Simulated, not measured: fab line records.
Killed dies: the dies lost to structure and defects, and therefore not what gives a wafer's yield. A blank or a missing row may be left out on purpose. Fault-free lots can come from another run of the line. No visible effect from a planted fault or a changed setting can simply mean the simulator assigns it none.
Which tool is to blame?	flow nand harc	24 lots, 72 wafers sampled, at 6 steps of a route of 1159

WHAT EACH GAUGE READ, for each wafer
NHARC_P_M0_CD_MEAS_16.
lot	measured	on	cd nm (nm)
L074	day 5 15:01	cd sem-03	91.4 91.4 91.1
L077	day 6 15:16	cd sem-02	89.5 89.1 90.3
L076	day 6 15:49	cd sem-02	89.3 87.4 89.9
L078	day 6 18:58	cd sem-02	91.0 91.6 91.2
L075	day 6 19:13	cd sem-03	89.0 89.1 89.3
L079	day 7 10:00	cd sem-03	91.2 90.4 90.6
L080	day 7 12:43	cd sem-01	90.8 89.9 90.8
L081	day 7 13:53	cd sem-01	89.4 89.7 90.8
L082	day 7 18:14	cd sem-02	89.1 88.8 88.7
L083	day 8 07:34	cd sem-01	89.7 91.0 91.1
L087	day 9 00:22	cd sem-02	89.5 89.3 89.3
L086	day 9 00:31	cd sem-02	89.8 88.6 89.8
L084	day 9 00:48	cd sem-01	90.0 91.5 90.8
L085	day 9 10:34	cd sem-01	89.9 89.5 90.0
L088	day 9 14:46	cd sem-02	89.3 90.3 89.9
L089	day 9 15:34	cd sem-01	90.7 90.5 91.4
L090	day 9 20:00	cd sem-03	88.5 88.4 90.1
L091	day 9 23:34	cd sem-02	90.0 91.0 89.8
L093	day 10 09:08	cd sem-02	90.5 90.7 87.9
L092	day 10 09:42	cd sem-01	91.1 89.6 89.6
L094	day 10 15:07	cd sem-03	90.8 90.7 90.3
L096	day 11 02:32	cd sem-03	90.8 89.9 90.0
L095	day 11 03:05	cd sem-01	89.1 91.1 88.9
L097	day 12 02:04	cd sem-02	91.1 90.3 89.2

NHARC_P_BONDPAD_THK_MEAS_20: measures by xrf.
lot	measured	on	thk nm (nm)
L074	day 6 05:59	film metro-01	160.3 159.6 159.6
L077	day 7 06:55	film metro-02	162.6 161.6 162.0
L076	day 7 07:09	film metro-01	160.1 161.7 162.1
L078	day 7 10:05	film metro-02	160.3 160.5 158.6
L075	day 7 10:24	film metro-01	161.0 160.6 159.5
L079	day 8 02:01	film metro-02	161.5 161.0 160.6
L080	day 8 03:59	film metro-01	158.8 158.7 160.0
L081	day 8 04:46	film metro-02	163.0 162.9 161.0
L082	day 8 09:21	film metro-01	161.4 160.0 161.4
L083	day 8 22:25	film metro-01	160.9 162.9 160.0
L087	day 9 15:33	film metro-01	159.9 162.9 162.0
L086	day 9 16:17	film metro-02	158.3 160.6 157.8
L084	day 9 17:34	film metro-02	156.9 160.8 161.8
L085	day 10 01:23	film metro-01	160.0 160.7 161.1
L088	day 10 07:13	film metro-01	163.1 161.8 160.7
L089	day 10 07:46	film metro-02	160.6 160.4 163.1
L090	day 10 12:28	film metro-02	158.0 163.1 163.2
L091	day 10 15:01	film metro-02	159.8 163.8 161.4
L093	day 11 00:07	film metro-02	163.1 160.9 161.7
L092	day 11 00:43	film metro-02	160.0 161.1 159.5
L094	day 11 06:16	film metro-01	159.7 158.5 156.3
L096	day 11 17:39	film metro-01	163.3 160.2 160.3
L095	day 11 18:23	film metro-01	161.1 160.2 161.2
L097	day 12 20:08	film metro-01	160.3 161.6 159.5

EACH LOT AND THE TOOL THAT RAN IT (in order: tool; ch and the chambers of the sampled wafers; start)
lot	NHARC_P_CONTACT_DEP_00	NHARC_P_M0_DESCUM_14	NHARC_P_M1_DEGAS_29	NHARC_P_M2_DEGAS_29
L074	pecvd-01 ch 0,1, day 5 14:43 or earlier	rie diel-05 ch 0,1,2, day 5 14:43	pvd sputter-02, day 5 19:51	pvd sputter-03, day 6 00:01
L077	pecvd-01 ch 0,1,2, day 6 14:57 or earlier	rie diel-05 ch 2,3, day 6 14:57	pvd sputter-03, day 6 20:08	pvd sputter-02, day 7 00:32
L076	pecvd-04 ch 0,1,2, day 6 15:30 or earlier	rie diel-07 ch 1,2, day 6 15:30	pvd sputter-01, day 6 20:46	pvd sputter-03, day 7 01:03
L078	pecvd-01 ch 0,1,2, day 6 18:40 or earlier	rie diel-05 ch 0,2, day 6 18:40	pvd sputter-01, day 6 23:47	pvd sputter-01, day 7 04:03
L075	pecvd-04 ch 0,1, day 6 18:55 or earlier	rie diel-06 ch 0,2, day 6 18:55	pvd sputter-02, day 6 23:56	pvd sputter-03, day 7 04:27
L079	pecvd-04 ch 0,1, day 7 09:42 or earlier	rie diel-05 ch 1,2, day 7 09:42	pvd sputter-02, day 7 14:47	pvd sputter-03, day 7 19:04
L080	pecvd-03 ch 0,2, day 7 12:25 or earlier	rie diel-05 ch 0,1,2, day 7 12:25	pvd sputter-03, day 7 17:35	pvd sputter-02, day 7 21:49
L081	pecvd-01 ch 0,2, day 7 13:35 or earlier	rie diel-05 ch 0,2,3, day 7 13:35	pvd sputter-02, day 7 18:40	pvd sputter-02, day 7 22:49
L082	pecvd-01 ch 1,2, day 7 17:56 or earlier	rie diel-05 ch 0,1, day 7 17:56	pvd sputter-02, day 7 23:00	pvd sputter-02, day 8 03:26
L083	pecvd-01 ch 0,1,2, day 8 07:13 or earlier	rie diel-05 ch 1,2,3, day 8 07:13	pvd sputter-02, day 8 12:21	pvd sputter-03, day 8 16:28
L087	pecvd-04 ch 0,1,2, day 9 00:04 or earlier	rie diel-05 ch 1,2, day 9 00:04	pvd sputter-01, day 9 05:14	pvd sputter-03, day 9 09:24
L086	pecvd-01 ch 0,1, day 9 00:13 or earlier	rie diel-07 ch 0,2,3, day 9 00:13	pvd sputter-03, day 9 05:36	pvd sputter-02, day 9 09:56
L084	pecvd-04 ch 1,2, day 9 00:31 or earlier	rie diel-05 ch 0,1,2, day 9 00:31	pvd sputter-02, day 9 05:43	pvd sputter-01, day 9 10:22
L085	pecvd-04 ch 0,1,2, day 9 10:16 or earlier	rie diel-06 ch 0,1,2, day 9 10:16	pvd sputter-03, day 9 15:16	pvd sputter-01, day 9 19:26
L088	pecvd-04 ch 1,2, day 9 14:28 or earlier	rie diel-05 ch 0,2, day 9 14:28	pvd sputter-02, day 9 20:59	pvd sputter-01, day 10 01:25
L089	pecvd-03 ch 1,2, day 9 15:14 or earlier	rie diel-05 ch 1,2, day 9 15:14	pvd sputter-03, day 9 21:34	pvd sputter-01, day 10 01:55
L090	pecvd-01 ch 0,1,2, day 9 19:42 or earlier	rie diel-06 ch 0,1,2, day 9 19:42	pvd sputter-03, day 10 00:52	pvd sputter-03, day 10 04:55
L091	pecvd-01 ch 0,2, day 9 23:16 or earlier	rie diel-05 ch 2,3, day 9 23:16	pvd sputter-01, day 10 04:45	pvd sputter-01, day 10 08:57
L093	pecvd-03 ch 0,1,2, day 10 08:47 or earlier	rie diel-05 ch 0,2, day 10 08:47	pvd sputter-03, day 10 13:56	pvd sputter-01, day 10 18:11
L092	pecvd-03 ch 0,1,2, day 10 09:21 or earlier	rie diel-05 ch 0,2, day 10 09:21	pvd sputter-02, day 10 14:35	pvd sputter-02, day 10 18:47
L094	pecvd-03 ch 0,1,2, day 10 14:46 or earlier	rie diel-06 ch 0,1, day 10 14:46	pvd sputter-01, day 10 20:08	pvd sputter-01, day 11 00:19
L096	pecvd-04 ch 0,1,2, day 11 02:15 or earlier	rie diel-07 ch 0,1,3, day 11 02:15	pvd sputter-01, day 11 07:26	pvd sputter-01, day 11 11:43
L095	pecvd-04 ch 0,1,2, day 11 02:47 or earlier	rie diel-05 ch 2,3, day 11 02:47	pvd sputter-02, day 11 08:08	pvd sputter-02, day 11 12:10
L097	pecvd-01 ch 0,1,2, day 12 01:47 or earlier	rie diel-07 ch 0,1,3, day 12 01:47	pvd sputter-02, day 12 07:02	pvd sputter-02, day 12 11:13
- NHARC_P_CONTACT_DEP_00: deposits SiO2, target thk 500 nm.
- NHARC_P_M0_DESCUM_14: chemistry O2, time 3 s.
- NHARC_P_M1_DEGAS_29: time 60 s.
- NHARC_P_M2_DEGAS_29: time 60 s.

WHAT THE TOOLS THEMSELVES READ (means of the sampled wafers that have a number; where no wafer has one, the mark that the record gives instead)
NHARC_P_CONTACT_DEP_00.
lot	tool	heater power w (W)	mfc precursor sccm (sccm)	throttle valve pct (%)
L074	pecvd-01	590	160.8	15.9
L077	pecvd-01	514	161.1	15.8
L076	pecvd-04	470	161.3	15.7
L078	pecvd-01	548	161.1	15.8
L075	pecvd-04	474	161.0	15.6
L079	pecvd-04	468	161.4	15.5
L080	pecvd-03	479	161.4	16.2
L081	pecvd-01	451	161.9	16.3
L082	pecvd-01	497	161.4	15.7
L083	pecvd-01	519	161.0	16.0
L087	pecvd-04	501	161.3	15.8
L086	pecvd-01	529	160.8	15.9
L084	pecvd-04	490	162.2	15.7
L085	pecvd-04	519	161.7	15.8
L088	pecvd-04	512	161.3	15.7
L089	pecvd-03	492	161.2	16.1
L090	pecvd-01	555	161.3	15.7
L091	pecvd-01	453	161.4	16.4
L093	pecvd-03	480	160.8	16.0
L092	pecvd-03	454	161.0	16.1
L094	pecvd-03	485	161.4	16.0
L096	pecvd-04	518	161.5	15.7
L095	pecvd-04	501	161.4	15.6
L097	pecvd-01	547	161.5	15.6

NHARC_P_M0_DESCUM_14.
lot	tool	drypump motor current A (A)	oes product au (a.u.)	rf vpp V (V)	showerhead plenum p Torr (Torr)	throttle valve pct (%)
L074	rie diel-05	5.6	0.999	57.4	1.92	11.328
L077	rie diel-05	6.3	1.004	57.7	1.90	11.308
L076	rie diel-07	5.7	1.000	57.9	2.00	11.315
L078	rie diel-05	6.1	1.007	56.8	1.88	11.314
L075	rie diel-06	6.0	1.002	56.8	1.92	11.325
L079	rie diel-05	5.6	0.995	58.2	1.93	11.306
L080	rie diel-05	5.6	0.993	57.7	1.92	11.308
L081	rie diel-05	5.9	0.999	57.9	1.93	11.312
L082	rie diel-05	5.3	1.001	58.3	1.95	11.314
L083	rie diel-05	5.9	0.992	57.9	1.94	11.318
L087	rie diel-05	6.0	0.992	57.5	1.89	11.311
L086	rie diel-07	5.9	1.003	58.0	1.96	11.305
L084	rie diel-05	5.6	0.987	57.7	1.92	11.315
L085	rie diel-06	6.0	0.999	57.6	1.91	11.307
L088	rie diel-05	5.7	0.991	57.2	1.91	11.315
L089	rie diel-05	5.6	0.975	58.4	1.93	11.315
L090	rie diel-06	6.0	0.997	58.1	1.91	11.318
L091	rie diel-05	6.1	0.998	57.0	1.95	11.316
L093	rie diel-05	5.7	0.992	57.4	1.90	11.316
L092	rie diel-05	6.1	0.980	57.7	1.88	11.309
L094	rie diel-06	6.0	1.009	57.7	1.91	11.312
L096	rie diel-07	5.7	1.000	58.2	1.97	11.309
L095	rie diel-05	6.3	0.990	57.4	1.90	11.306
L097	rie diel-07	5.7	1.005	57.9	1.97	11.308

NHARC_P_M1_DEGAS_29.
lot	tool	heater power w (W)
L074	pvd sputter-02	341
L077	pvd sputter-03	382
L076	pvd sputter-01	352
L078	pvd sputter-01	355
L075	pvd sputter-02	393
L079	pvd sputter-02	434
L080	pvd sputter-03	374
L081	pvd sputter-02	367
L082	pvd sputter-02	427
L083	pvd sputter-02	329
L087	pvd sputter-01	347
L086	pvd sputter-03	356
L084	pvd sputter-02	390
L085	pvd sputter-03	361
L088	pvd sputter-02	426
L089	pvd sputter-03	388
L090	pvd sputter-03	374
L091	pvd sputter-01	363
L093	pvd sputter-03	353
L092	pvd sputter-02	375
L094	pvd sputter-01	338
L096	pvd sputter-01	363
L095	pvd sputter-02	368
L097	pvd sputter-02	355

NHARC_P_M2_DEGAS_29.
lot	tool	heater power w (W)
L074	pvd sputter-03	349
L077	pvd sputter-02	304
L076	pvd sputter-03	353
L078	pvd sputter-01	349
L075	pvd sputter-03	393
L079	pvd sputter-03	340
L080	pvd sputter-02	324
L081	pvd sputter-02	379
L082	pvd sputter-02	362
L083	pvd sputter-03	386
L087	pvd sputter-03	341
L086	pvd sputter-02	326
L084	pvd sputter-01	363
L085	pvd sputter-01	337
L088	pvd sputter-01	365
L089	pvd sputter-01	356
L090	pvd sputter-03	367
L091	pvd sputter-01	339
L093	pvd sputter-01	356
L092	pvd sputter-02	320
L094	pvd sputter-01	339
L096	pvd sputter-01	346
L095	pvd sputter-02	377
L097	pvd sputter-02	366

THE ANSWER, worked out from the rows above alone
Rule: the usual values come from the lots themselves. The widest of any qualifying gaps counts: lots, ordered by their means at a reading, are off when they make up no more than a third of the lots, leave a main group of 4 or more, and stand apart from it by 3 or more times the standard deviation of that group's means. A main group is skipped when, at the precision printed for the reading in the tables above, its means are all equal. A lot without any number at a reading at which 4 lots or more have one is off too. The other lots that the step has rows for count as sound. The gauges are gone through in route order, then the tools' own readings, and for those a lot's mean is taken as printed above. The first step at which some lot is off is used, and at that step the reading that is off furthest; a lot without a number counts as furthest.
Nothing can be told from this: no lot is off at any reading shown.

WHAT THE SIMULATOR PUT IN
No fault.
